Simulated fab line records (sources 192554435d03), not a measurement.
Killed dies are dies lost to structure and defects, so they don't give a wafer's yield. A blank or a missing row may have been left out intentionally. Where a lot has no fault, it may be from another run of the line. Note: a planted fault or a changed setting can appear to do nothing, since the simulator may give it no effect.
What tool caused it? / flow n5 finfet / 11 lots, 33 wafers sampled, at 4 steps of a route of 1938

WHAT THE GAUGES SHOWED, per wafer
N5_ILD0_THK_MEAS_04. Usual: thk nm reads 197.2 nm (standard deviation 1.1).
lot=L803; measured=day 4 05:05; on=film metro-01; thk nm (nm)=198.8 197.5 198.8; flag=
lot=L804; measured=day 4 11:12; on=film metro-02; thk nm (nm)=197.9 195.6 195.7; flag=
lot=L805; measured=day 4 21:02; on=film metro-01; thk nm (nm)=197.0 197.0 195.5; flag=
lot=L806; measured=day 5 00:53; on=film metro-02; thk nm (nm)=196.6 198.0 198.5; flag=
lot=L810; measured=day 6 00:04; on=film metro-01; thk nm (nm)=198.0 196.7 196.7; flag=
lot=L812; measured=day 6 08:40; on=film metro-01; thk nm (nm)=195.9 198.5 196.5; flag=
lot=L816; measured=day 7 06:56; on=film metro-01; thk nm (nm)=196.9 197.7 196.6; flag=
lot=L819; measured=day 8 05:59; on=film metro-02; thk nm (nm)=197.5 198.2 196.4; flag=
lot=L822; measured=day 8 20:32; on=film metro-02; thk nm (nm)=197.1 195.9 197.9; flag=
lot=L823; measured=day 9 06:50; on=film metro-02; thk nm (nm)=196.4 196.3 195.3; flag=
lot=L824; measured=day 9 10:24; on=film metro-02; thk nm (nm)=196.2 197.7 196.1; flag=

N5_SDB_OVL_MEAS_12. Usual: SDB_OVL typically reads 0.1 nm, with standard deviation 0.87.
lot=L803; measured=day 4 09:04; on=overlay-01; SDB_OVL (nm)=1.3 1.3 0.6; flag=
lot=L804; measured=day 4 15:18; on=overlay-02; SDB_OVL (nm)=1.2 1.0 0.5; flag=
lot=L805; measured=day 5 01:07; on=overlay-01; SDB_OVL (nm)=-0.8 -0.1 -0.7; flag=
lot=L806; measured=day 5 05:17; on=overlay-02; SDB_OVL (nm)=0.8 0.0 0.5; flag=
lot=L810; measured=day 6 04:04; on=overlay-01; SDB_OVL (nm)=1.0 0.5 -0.3; flag=
lot=L812; measured=day 6 12:57; on=overlay-01; SDB_OVL (nm)=-1.5 -0.6 -1.6; flag=
lot=L816; measured=day 7 10:53; on=overlay-02; SDB_OVL (nm)=13.8 13.7 12.6; flag=OFF
lot=L819; measured=day 8 10:11; on=overlay-02; SDB_OVL (nm)=15.1 14.5 14.6; flag=OFF
lot=L822; measured=day 9 00:37; on=overlay-02; SDB_OVL (nm)=-0.9 0.4 -0.3; flag=
lot=L823; measured=day 9 10:55; on=overlay-01; SDB_OVL (nm)=-0.3 0.5 0.4; flag=
lot=L824; measured=day 9 14:29; on=overlay-02; SDB_OVL (nm)=-1.5 -0.5 -0.1; flag=

EACH LOT AND THE TOOL THAT RAN IT (in order: tool; ch and the chambers of the sampled wafers; start)
lot=L803; N5_ILD0_CMP_12=cmp-03 ch 0,1,3, day 4 08:21; N5_SDB_EXPOSE_08=arfi scanner-02 ch 0, day 4 08:54
lot=L804; N5_ILD0_CMP_12=cmp-03 ch 0,1,3, day 4 14:32; N5_SDB_EXPOSE_08=arfi scanner-03 ch 0, day 4 15:09
lot=L805; N5_ILD0_CMP_12=cmp-02 ch 1,2,3, day 5 00:19; N5_SDB_EXPOSE_08=arfi scanner-01 ch 0, day 5 00:58
lot=L806; N5_ILD0_CMP_12=cmp-01 ch 0,2, day 5 04:25; N5_SDB_EXPOSE_08=arfi scanner-03 ch 0, day 5 05:08
lot=L810; N5_ILD0_CMP_12=cmp-01 ch 1,2, day 6 03:20; N5_SDB_EXPOSE_08=arfi scanner-01 ch 0, day 6 03:55
lot=L812; N5_ILD0_CMP_12=cmp-02 ch 1,3, day 6 12:09; N5_SDB_EXPOSE_08=arfi scanner-01 ch 0, day 6 12:48
lot=L816; N5_ILD0_CMP_12=cmp-02 ch 1,2,3, day 7 10:10; N5_SDB_EXPOSE_08=arfi scanner-03 ch 0, day 7 10:44
lot=L819; N5_ILD0_CMP_12=cmp-01 ch 0,1, day 8 09:22; N5_SDB_EXPOSE_08=arfi scanner-03 ch 0, day 8 10:03
lot=L822; N5_ILD0_CMP_12=cmp-01 ch 0,3, day 8 23:49; N5_SDB_EXPOSE_08=arfi scanner-01 ch 0, day 9 00:28
lot=L823; N5_ILD0_CMP_12=cmp-01 ch 1,2, day 9 10:07; N5_SDB_EXPOSE_08=arfi scanner-02 ch 0, day 9 10:47
lot=L824; N5_ILD0_CMP_12=cmp-01 ch 1,2, day 9 13:38; N5_SDB_EXPOSE_08=arfi scanner-01 ch 0, day 9 14:20
- N5_ILD0_CMP_12: polishes SiNx, stops on poly-Si, t overpolish 6 s, target thk 17.67 nm.
- N5_SDB_EXPOSE_08: exposes mask SDB.

AS READ BY THE TOOLS THEMSELVES (means over the sampled wafers that have a number; for cases with no such wafer, the mark the record gives instead)
N5_ILD0_CMP_12. Usual: motor current A 8.7 A, standard deviation 1.2; overpolish run s 6.000 s, standard deviation 0.0094; pad life wafers 1021, standard deviation 600; time to endpoint s 28.7 s, standard deviation 2.6.
lot=L803; tool=cmp-03; motor current A (A)=9.3; overpolish run s (s)=5.998; pad life wafers=1112; time to endpoint s (s)=26.5; flag=
lot=L804; tool=cmp-03; motor current A (A)=9.6; overpolish run s (s)=5.989; pad life wafers=1148; time to endpoint s (s)=25.3; flag=
lot=L805; tool=cmp-02; motor current A (A)=8.2; overpolish run s (s)=5.994; pad life wafers=2012; time to endpoint s (s)=29.4; flag=
lot=L806; tool=cmp-01; motor current A (A)=8.1; overpolish run s (s)=5.999; pad life wafers=451; time to endpoint s (s)=27.9; flag=
lot=L810; tool=cmp-01; motor current A (A)=8.7; overpolish run s (s)=5.995; pad life wafers=600; time to endpoint s (s)=27.0; flag=
lot=L812; tool=cmp-02; motor current A (A)=8.7; overpolish run s (s)=5.994; pad life wafers=176; time to endpoint s (s)=31.5; flag=
lot=L816; tool=cmp-02; motor current A (A)=8.4; overpolish run s (s)=6.002; pad life wafers=361; time to endpoint s (s)=29.4; flag=
lot=L819; tool=cmp-01; motor current A (A)=8.8; overpolish run s (s)=5.996; pad life wafers=1015; time to endpoint s (s)=28.3; flag=
lot=L822; tool=cmp-01; motor current A (A)=7.7; overpolish run s (s)=6.001; pad life wafers=1118; time to endpoint s (s)=31.9; flag=
lot=L823; tool=cmp-01; motor current A (A)=8.4; overpolish run s (s)=6.002; pad life wafers=1207; time to endpoint s (s)=27.8; flag=
lot=L824; tool=cmp-01; motor current A (A)=8.5; overpolish run s (s)=6.005; pad life wafers=1236; time to endpoint s (s)=28.6; flag=

THE ANSWER, worked out from the rows above alone
Rule: a lot is off if the mean of its wafers that have a number lies more than 3 standard deviations from the usual mean. Also off: a lot with no number at a reading for which 4 or more lots have one. All remaining lots with rows at the step are treated as sound. After the gauges, taken in route order, come the tools' own readings; for these a lot's mean is taken, as printed above. At the first step where some lot is off, the reading lying furthest off is the one used; lots without a number count as furthest.
Off: at N5_SDB_OVL_MEAS_12 (SDB_OVL), L816, L819.
If a tool, at a process step before that reading, ran all the lots that are off and no sound lot after the first of them, it fits. Those tools and the gauges at N5_SDB_OVL_MEAS_12 are tried in the same way. One fits: N5_SDB_EXPOSE_08 on arfi scanner-03. Its last sound lot is L806 (day 5 05:08), its first lot that is off L816 (day 7 10:44): a fault that began between those two fits.

WHAT THE SIMULATOR HAD INSERTED
Scanner matching overlay: arfi scanner-03, from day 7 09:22 on, at N5_SDB_EXPOSE_08. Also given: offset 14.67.
Lots struck among those shown: L816, L819. The rule above found the same.
